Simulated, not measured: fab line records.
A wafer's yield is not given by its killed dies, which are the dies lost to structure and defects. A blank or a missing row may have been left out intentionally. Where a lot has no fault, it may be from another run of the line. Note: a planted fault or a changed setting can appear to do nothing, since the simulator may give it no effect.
fab line records ; flow n5-finfet
[record] lots = 9; wafers = 27; last-day = 20
route steps=1938 shown BEOL_M0_CUTY@708 BEOL_M0@717 BEOL_M4@1111
lots untouched by any fault: they come from a run of this same line in which no faults occurred
start-h: start of the lot's first displayed wafer, in hours after the record's first day ; wait-h: how many hours have passed since the lot's step before this one ; " unchanged from the row above ; L1.1+2: a row that stands for several wafers ; - value missing, or start not given ; * or withheld: withheld ; < > ~ a bound
route shown NAME@n: NAME is a module with steps in the file, n the number in the route of the first one ; usual: mean/standard deviation taken from wafers without a fault ; same: alike in all rows ; chamber/n: place in a boat ; sites: readings site by site ; _std_site: standard deviation of those values ; _edge_site: inner sites' mean taken away from outer sites' mean ; radius-mm: how far each site lies from the wafer's centre ; mask NAME#n: copy n ; behind: tool/chamber where the wafer was last shaped ; hold: what put the lot on hold/how long, in hours/how the hold closed ; device: whichever transistor did not switch (one of n, p or np) ; end of line: at the end of the route, the tests of the same wafers ; where a step has no rows: the recipe by itself ; killed: count of dies lost to structure and defects at first sort (not the wafer's yield) ; map: dies across one wafer; x = killed, . = not, _ = none there
set.NAME: the setting as run; set.NAME@STEP: as run at that earlier step ; model.NAME: the simulator's own value behind a step, which no gauge read
route steps across a sampled set of lots; one table per step, one row per wafer
services: from which hour (start-h, from the record's first day; less than 0 if before it) a tool's chamber was out of use, for how many hours, and why
[[steps]]
[step N5_BEOL_M0_CUTY_CD_MEAS_57]
[recipe] target-cd-nm = 200; landing-energy-ev = 500; detector = se-inlens; polarity = line
[usual] cd-nm = 200.4/0.89
[same] landing-energy-ev = 500
lot.wafer;tool;chamber;start-h;wait-h;cd-nm
L993.1;cd-sem-03;0;115.58;-;201.0
L993.2;cd-sem-03;0;115.58;-;200.7
L993.5;cd-sem-03;0;115.58;-;201.4
L996.1;cd-sem-03;0;137.03;-;200.2
L996.4;cd-sem-03;0;137.03;-;200.3
L996.5;cd-sem-03;0;137.03;-;200.1
L998.1;cd-sem-01;0;145.73;-;201.6
L998.4;cd-sem-01;0;145.73;-;200.0
L998.5;cd-sem-01;0;145.73;-;201.6
L100.4;cd-sem-02;0;164.26;-;201.0
L100.5;cd-sem-02;0;164.26;-;200.2
L100.6;cd-sem-02;0;164.26;-;201.1
L108.1;cd-sem-01;0;211.46;-;199.2
L108.3;cd-sem-01;0;211.46;-;198.7
L108.4;cd-sem-01;0;211.46;-;198.8
L110.2;cd-sem-02;0;222.35;-;201.2
L110.4;cd-sem-02;0;222.35;-;201.7
L110.5;cd-sem-02;0;222.35;-;201.4
L112.1;cd-sem-01;0;230.88;-;201.0
L112.4;cd-sem-01;0;230.88;-;200.7
L112.5;cd-sem-01;0;230.88;-;200.9
L115.2;cd-sem-03;0;257.60;-;199.4
L115.4;cd-sem-03;0;257.60;-;200.9
L115.6;cd-sem-03;0;257.60;-;200.0
L116.1;cd-sem-01;0;262.25;-;199.1
L116.2;cd-sem-01;0;262.25;-;198.7
L116.6;cd-sem-01;0;262.25;-;200.4
[step N5_BEOL_M0_STRIP_140]
[recipe] chemistry = CF4; resist = SiARC; power-w = 300; bias-power-w = 75; pressure-mtorr = 50; cf4-flow-sccm = 150; rf-frequency-hz = 6e+07
[usual] bias-power-w = 75.00/0.2; drypump-motor-current-A = 5.6/0.41; oes-product-au = 0.77/0.091; power-w = 300.1/0.96; rf-vpp-V = 270.5/1.6; showerhead-plenum-p-Torr = 1.77/0.049; throttle-valve-pct = 13.71/0.25
lot.wafer;tool;chamber;start-h;wait-h;bias-power-w;drypump-motor-current-A;oes-product-au;power-w;rf-hours-counter-h;rf-vpp-V;showerhead-plenum-p-Torr;throttle-valve-pct
L993.1;rie-diel-05;3;116.44;0.2;75.08;5.4;0.71;299.6;184;271.6;1.78;13.97
L993.2;rie-diel-05;2;116.44;0.2;75.33;6.3;0.74;299.9;158;271.0;1.79;13.70
L993.5;rie-diel-05;3;116.44;0.2;75.19;5.4;0.71;298.5;-;271.7;1.78;13.99
L996.1;rie-diel-05;3;140.59;0.1;75.17;5.4;0.71;298.6;196;270.8;1.78;14.01
L996.4;rie-diel-05;1;140.59;0.1;74.80;6.5;0.72;299.1;-;269.1;1.72;13.84
L996.5;rie-diel-05;3;140.59;0.1;75.17;5.4;0.71;300.1;-;270.3;1.78;14.01
L998.1;rie-diel-03;1;146.48;0.3;75.09;5.5;0.70;298.8;226;268.9;1.77;13.99
L998.4;rie-diel-03;3;146.48;0.3;75.21;5.3;0.72;298.3;197;271.1;1.79;13.64
L998.5;rie-diel-03;0;146.48;0.3;74.94;5.7;0.74;300.0;-;271.1;1.73;13.80
L100.4;rie-diel-03;0;166.40;0.3;75.03;5.7;0.74;299.6;162;269.1;1.72;13.82
L100.5;rie-diel-03;2;166.40;0.3;75.37;5.8;0.92;301.5;-;272.3;1.90;13.38
L100.6;rie-diel-03;3;166.40;0.3;74.89;5.3;0.71;299.6;-;273.1;1.78;13.67
L108.1;rie-diel-06;2;213.19;0.4;75.10;5.6;0.78;300.2;110;271.6;1.81;13.44
L108.3;rie-diel-06;1;213.19;0.4;74.86;5.8;0.74;300.7;153;270.4;1.72;13.78
L108.4;rie-diel-06;0;213.19;0.4;74.85;5.7;0.94;301.6;-;270.0;1.76;13.38
L110.2;rie-diel-06;1;228.77;0.5;74.88;5.8;0.75;299.6;159;271.9;1.72;13.78
L110.4;rie-diel-06;2;228.77;0.5;74.87;5.5;0.78;300.6;117;272.0;1.81;13.47
L110.5;rie-diel-06;1;228.77;0.5;74.96;5.8;0.74;299.5;-;269.0;1.72;13.78
L112.1;rie-diel-03;3;235.20;0.3;75.38;5.3;0.69;299.6;234;272.3;1.78;13.73
L112.4;rie-diel-03;2;235.20;0.3;74.95;5.8;0.86;301.0;50;273.2;1.90;13.45
L112.5;rie-diel-03;0;235.20;0.3;75.00;5.7;0.72;299.6;-;267.1;1.72;13.90
L115.2;rie-diel-05;3;260.14;0.1;75.02;5.4;0.68;299.5;228;271.9;1.77;14.10
L115.4;rie-diel-05;1;260.14;0.1;75.19;6.5;0.69;300.8;-;268.8;1.71;13.90
L115.6;rie-diel-05;3;260.14;0.1;75.15;5.4;0.69;299.6;-;271.4;1.77;14.08
L116.1;rie-diel-03;1;263.25;0.3;75.13;5.4;0.92;300.0;16;269.4;1.76;13.53
L116.2;rie-diel-03;3;263.25;0.3;74.84;5.3;0.68;300.0;247;271.5;1.77;13.76
L116.6;rie-diel-03;0;263.25;0.3;75.17;5.7;0.72;300.0;-;267.4;1.71;13.94
[step N5_BEOL_M0_STRIP_104]
[recipe] chemistry = N2/H2; power-w = 450; temp-c = 40; pressure-mtorr = 20; rf-frequency-hz = 6e+07; overash-fraction = 0.3; bias-power-w = 7; h2-frac = 0.5; n2-flow-sccm = 200; h2-flow-sccm = 200
[usual] bias-power-w = 6.998/0.02; drypump-motor-current-A = 5.6/0.41; oes-product-au = 0.78/0.098; power-w = 449.7/1.3; rf-vpp-V = 59.0/1.8; showerhead-plenum-p-Torr = 2.51/0.073; throttle-valve-pct = 23.87/0.24
lot.wafer;tool;chamber;start-h;wait-h;bias-power-w;drypump-motor-current-A;oes-product-au;power-w;rf-hours-counter-h;rf-vpp-V;showerhead-plenum-p-Torr;throttle-valve-pct
L993.1;rie-diel-05;3;116.46;0.0;7.016;5.4;0.72;448.6;184;58.5;2.52;24.21
L993.2;rie-diel-05;2;116.46;0.0;6.981;6.3;0.74;450.2;158;61.2;2.54;23.79
L993.5;rie-diel-05;3;116.46;0.0;7.023;5.4;0.72;451.4;-;62.5;2.52;24.16
L996.1;rie-diel-05;3;140.61;0.0;6.993;5.4;0.71;450.1;196;55.4;2.51;24.19
L996.4;rie-diel-05;1;140.61;0.0;6.983;6.5;0.73;448.2;-;58.3;2.42;24.00
L996.5;rie-diel-05;3;140.61;0.0;7.022;5.4;0.72;449.3;-;61.4;2.51;24.21
L998.1;rie-diel-03;1;146.50;0.0;6.998;5.5;0.69;448.0;226;60.4;2.50;24.15
L998.4;rie-diel-03;3;146.50;0.0;7.012;5.3;0.72;451.0;197;58.8;2.52;23.53
L998.5;rie-diel-03;0;146.50;0.0;6.976;5.7;0.75;451.6;-;60.0;2.44;24.04
L100.4;rie-diel-03;0;166.42;0.0;7.009;5.7;0.74;451.3;162;59.2;2.43;24.01
L100.5;rie-diel-03;2;166.42;0.0;6.998;5.8;0.94;382.3;-;60.7;2.70;23.64
L100.6;rie-diel-03;3;166.42;0.0;7.018;5.3;0.72;449.0;-;60.2;2.52;23.57
L108.1;rie-diel-06;2;213.21;0.0;7.024;5.5;0.80;448.9;110;60.3;2.56;23.77
L108.3;rie-diel-06;1;213.21;0.0;6.986;5.8;0.75;448.4;153;58.1;2.43;23.78
L108.4;rie-diel-06;0;213.21;0.0;7.037;5.7;0.96;448.1;-;60.8;2.49;23.60
L110.2;rie-diel-06;1;228.79;0.0;7.000;5.8;0.76;451.4;159;58.0;2.43;23.80
L110.4;rie-diel-06;2;228.79;0.0;6.964;5.5;0.79;450.0;117;59.1;2.56;23.76
L110.5;rie-diel-06;1;228.79;0.0;6.993;5.8;0.75;449.4;-;58.1;2.43;23.78
L112.1;rie-diel-03;3;235.22;0.0;7.012;5.3;0.68;450.9;234;58.8;2.50;23.60
L112.4;rie-diel-03;2;235.22;0.0;6.999;5.8;0.88;450.5;50;59.3;2.69;23.70
L112.5;rie-diel-03;0;235.22;0.0;7.002;5.7;0.72;450.0;-;58.6;2.42;24.09
L115.2;rie-diel-05;3;260.16;0.0;6.987;5.4;0.69;450.3;228;59.8;2.50;24.22
L115.4;rie-diel-05;1;260.16;0.0;7.009;6.5;0.72;448.3;-;60.0;2.41;24.06
L115.6;rie-diel-05;3;260.16;0.0;6.969;5.4;0.69;451.4;-;58.9;2.50;24.23
L116.1;rie-diel-03;1;263.27;0.0;7.016;5.5;0.93;450.9;16;58.5;2.48;23.91
L116.2;rie-diel-03;3;263.27;0.0;6.998;5.3;0.68;450.7;247;61.2;2.50;23.59
L116.6;rie-diel-03;0;263.27;0.0;7.003;5.7;0.70;449.8;-;57.7;2.42;24.11
[step N5_BEOL_M0_ETCH_128]
[recipe] chemistry = CF4/N2; target-depth-a = 120; overetch-a = 51; target = SiCN; time-s = 21.4; ion-energy-ev = 150; pressure-mtorr = 40; source-w = 430; bias-w = 70; Ar_flow_sccm = 100; cf4-flow-sccm = 60; n2-flow-sccm = 60
[usual] drypump-motor-current-A = 5.6/0.39; oes-product-au = 0.53/0.061; rf-vpp-V = 381.9/1.8; showerhead-plenum-p-Torr = 2.18/0.063; throttle-valve-pct = 15.57/0.26
lot.wafer;tool;chamber;start-h;wait-h;drypump-motor-current-A;oes-product-au;rf-hours-counter-h;rf-vpp-V;showerhead-plenum-p-Torr;throttle-valve-pct
L993.1;rie-diel-06;2;116.60;0.0;5.5;0.57;73;383.7;2.23;15.21
L993.2;rie-diel-06;3;116.60;0.0;4.9;0.49;218;380.4;2.18;15.94
L993.5;rie-diel-06;2;116.60;0.0;5.6;0.58;-;384.3;2.23;15.20
L996.1;rie-diel-03;2;141.09;0.4;5.8;0.66;12;385.8;2.35;15.23
L996.4;rie-diel-03;0;141.09;0.4;5.7;0.53;153;380.7;2.12;15.63
L996.5;rie-diel-03;0;141.09;0.4;5.7;0.52;-;380.9;2.12;15.63
L998.1;rie-diel-06;1;146.63;0.0;5.8;0.53;127;382.3;2.13;15.57
L998.4;rie-diel-06;0;146.63;0.0;5.7;0.50;234;381.0;2.18;15.74
L998.5;rie-diel-06;0;146.63;0.0;5.7;0.50;-;382.2;2.18;15.75
L100.4;rie-diel-03;0;167.07;0.6;5.7;0.52;162;379.6;2.12;15.67
L100.5;rie-diel-03;0;167.07;0.6;5.7;0.52;-;379.4;2.12;15.66
L100.6;rie-diel-03;1;167.07;0.6;5.5;0.48;-;382.6;2.17;15.86
L108.1;rie-diel-05;1;213.59;0.3;6.4;0.48;227;380.5;2.10;15.70
L108.3;rie-diel-05;3;213.59;0.3;5.4;0.48;220;381.6;2.18;15.91
L108.4;rie-diel-05;2;213.59;0.3;6.2;0.50;193;382.5;2.19;15.60
L110.2;rie-diel-06;1;230.18;1.3;5.8;0.52;159;379.5;2.12;15.66
L110.4;rie-diel-06;2;230.18;1.3;5.5;0.54;117;382.4;2.22;15.27
L110.5;rie-diel-06;3;230.18;1.3;4.9;0.69;-;381.7;2.17;15.47
L112.1;rie-diel-06;0;236.61;1.3;5.7;0.63;14;381.9;2.17;15.30
L112.4;rie-diel-06;2;236.61;1.3;5.5;0.54;120;380.8;2.22;15.29
L112.5;rie-diel-06;3;236.61;1.3;4.9;0.68;-;381.3;2.17;15.50
L115.2;rie-diel-05;3;260.29;0.0;5.4;0.47;228;383.9;2.18;15.91
L115.4;rie-diel-05;2;260.29;0.0;6.3;0.49;-;382.9;2.19;15.60
L115.6;rie-diel-05;3;260.29;0.0;5.4;0.48;-;382.1;2.18;15.92
L116.1;rie-diel-05;0;263.97;0.6;6.4;0.61;30;380.8;2.16;14.93
L116.2;rie-diel-05;2;263.97;0.6;6.2;0.48;203;382.5;2.19;15.62
L116.6;rie-diel-05;3;263.97;0.6;5.4;0.48;-;381.5;2.18;15.94
[step N5_BEOL_M4_RC_MEAS_101]
[usual] DIBL_N = 35.9/1.2; DIBL_P = 35.9/1.4; IOFF_N = 0.149/0.02; IOFF_P = 0.205/0.022; ION_N = 671/8.8; ION_P = 461/5.9; SS_N = 71.4/0.51; SS_P = 73.2/0.56; VT_N = 250.6/2.5; VT_P = -250.1/2.3
lot.wafer;tool;chamber;start-h;wait-h;DIBL_N[mV/V];DIBL_P[mV/V];IOFF_N[nA/um];IOFF_P[nA/um];ION_N[uA/um];ION_P[uA/um];SS_N[mV/dec];SS_P[mV/dec];VT_N[mV];VT_P[mV]
L993.1;prober-02;0;204.64;0.0;36.5;36.9;0.162;0.193;686;462;72.0;73.3;248.0;-252.3
L993.2;prober-02;0;204.64;0.0;38.0;38.1;0.178;0.207;679;459;71.9;73.8;248.6;-251.2
L993.5;prober-02;0;204.64;0.0;37.0;37.4;0.166;0.195;680;453;71.1;73.3;246.5;-253.0
L996.1;prober-02;0;241.54;0.0;37.0;37.7;0.184;0.238;672;458;71.2;73.6;248.2;-247.7
L996.4;prober-02;0;241.54;0.0;35.5;36.1;0.155;0.216;674;463;70.7;73.3;249.1;-250.2
L996.5;prober-02;0;241.54;0.0;38.0;38.8;0.207;0.269;686;467;72.1;73.7;248.1;-247.6
L998.1;prober-02;0;246.28;0.0;37.3;36.6;0.157;0.214;664;461;72.2;73.2;249.4;-245.2
L998.4;prober-02;0;246.28;0.0;37.2;37.1;0.161;0.222;674;467;71.4;73.3;248.5;-248.9
L998.5;prober-02;0;246.28;0.0;36.7;36.6;0.153;0.214;676;463;71.5;73.2;248.4;-249.7
L100.4;prober-01;0;253.24;0.5;37.7;37.6;0.175;0.237;677;463;71.7;73.6;248.1;-246.1
L100.5;prober-01;0;253.24;0.5;35.8;34.8;0.132;0.182;656;456;70.9;72.5;253.0;-252.9
L100.6;prober-01;0;253.24;0.5;34.8;33.9;0.124;0.183;663;462;71.2;72.8;251.9;-248.7
L108.1;prober-01;0;287.94;0.0;37.0;36.8;0.170;0.199;677;458;72.5;72.5;248.1;-249.3
L108.3;prober-01;0;287.94;0.0;36.0;36.0;0.155;0.202;671;464;71.8;73.2;248.7;-251.8
L108.4;prober-01;0;287.94;0.0;34.1;34.7;0.130;0.176;678;464;70.8;72.4;250.4;-251.6
L110.2;prober-01;0;297.68;0.2;36.2;37.5;0.150;0.202;672;464;71.1;73.4;249.7;-249.9
L110.4;prober-01;0;297.68;0.2;36.0;37.1;0.156;0.198;672;458;70.9;73.2;249.8;-249.9
L110.5;prober-01;0;297.68;0.2;36.6;38.0;0.162;0.208;674;465;71.8;73.9;247.4;-251.6
L112.1;prober-01;0;302.96;0.0;36.7;37.7;0.181;0.239;684;470;72.0;73.6;248.6;-250.1
L112.4;prober-01;0;302.96;0.0;34.8;36.1;0.152;0.213;665;465;71.1;72.9;250.1;-251.6
L112.5;prober-01;0;302.96;0.0;33.6;34.2;0.127;0.178;669;454;71.3;72.1;250.2;-253.0
L115.2;prober-01;0;323.70;0.2;34.6;33.9;0.118;0.166;658;451;71.4;72.5;255.1;-253.8
L115.4;prober-01;0;323.70;0.2;37.2;36.8;0.165;0.211;676;461;71.7;73.7;248.7;-246.3
L115.6;prober-01;0;323.70;0.2;34.8;34.6;0.129;0.175;665;456;71.1;72.6;254.3;-252.8
L116.1;prober-02;0;360.66;0.0;37.5;35.7;0.171;0.244;680;473;71.2;74.4;247.1;-247.2
L116.2;prober-02;0;360.66;0.0;36.5;34.1;0.145;0.216;664;461;71.5;74.0;249.7;-248.4
L116.6;prober-02;0;360.66;0.0;36.1;34.7;0.144;0.222;673;470;71.0;73.2;249.8;-246.4
[[services]]
tool;chamber;start-h;hours;kind
rie-diel-03;2;92.45;-;clean
rie-diel-03;2;92.45;-;consumable-replace:focus-ring
rie-diel-03;2;92.45;-;consumable-replace:showerhead
rie-diel-03;2;92.45;16.9;scheduled-down
rie-diel-03;2;92.45;16.9;vent-cycle
rie-diel-05;0;111.47;-;clean
rie-diel-05;0;111.47;-;consumable-replace:focus-ring
rie-diel-05;0;111.47;29.9;scheduled-down
rie-diel-05;0;111.47;29.9;vent-cycle
rie-diel-05;-;156.79;2.8;pm
rie-diel-03;2;170.07;2.4;repair
rie-diel-06;0;187.27;-;clean
rie-diel-06;0;187.27;-;consumable-replace:focus-ring
rie-diel-06;0;187.27;16.8;scheduled-down
rie-diel-06;0;187.27;16.8;vent-cycle
rie-diel-06;3;204.37;-;clean
rie-diel-06;3;204.37;-;consumable-replace:focus-ring
rie-diel-06;3;204.37;20.5;scheduled-down
rie-diel-06;3;204.37;20.5;vent-cycle
rie-diel-03;1;211.56;-;clean
rie-diel-03;1;211.56;-;consumable-replace:focus-ring
rie-diel-03;1;211.56;15.2;scheduled-down
rie-diel-03;1;211.56;15.2;vent-cycle
rie-diel-05;-;223.81;28.1;pm
[[key]]
[first-sign] step = N5_BEOL_M0_STRIP_104; reading = power-w; direction = down; sigmas = 51; usual = *; struck = *
effect none on later readings
met-at N5_BEOL_M0_STRIP_104
struck-lots L100
struck-wafers L100.5
not-acting-at N5_BEOL_M0_CUTY_CD_MEAS_57,N5_BEOL_M0_STRIP_140,N5_BEOL_M0_ETCH_128
[fault] kind = process-parameter-drift; tool = rie-diel-03; chamber = 2; onset-h = 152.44; steps = N5_BEOL_M0_STRIP_104; channel = power-w; offset = *; shape = step; end-h = 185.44; acts-in = *; stated = *
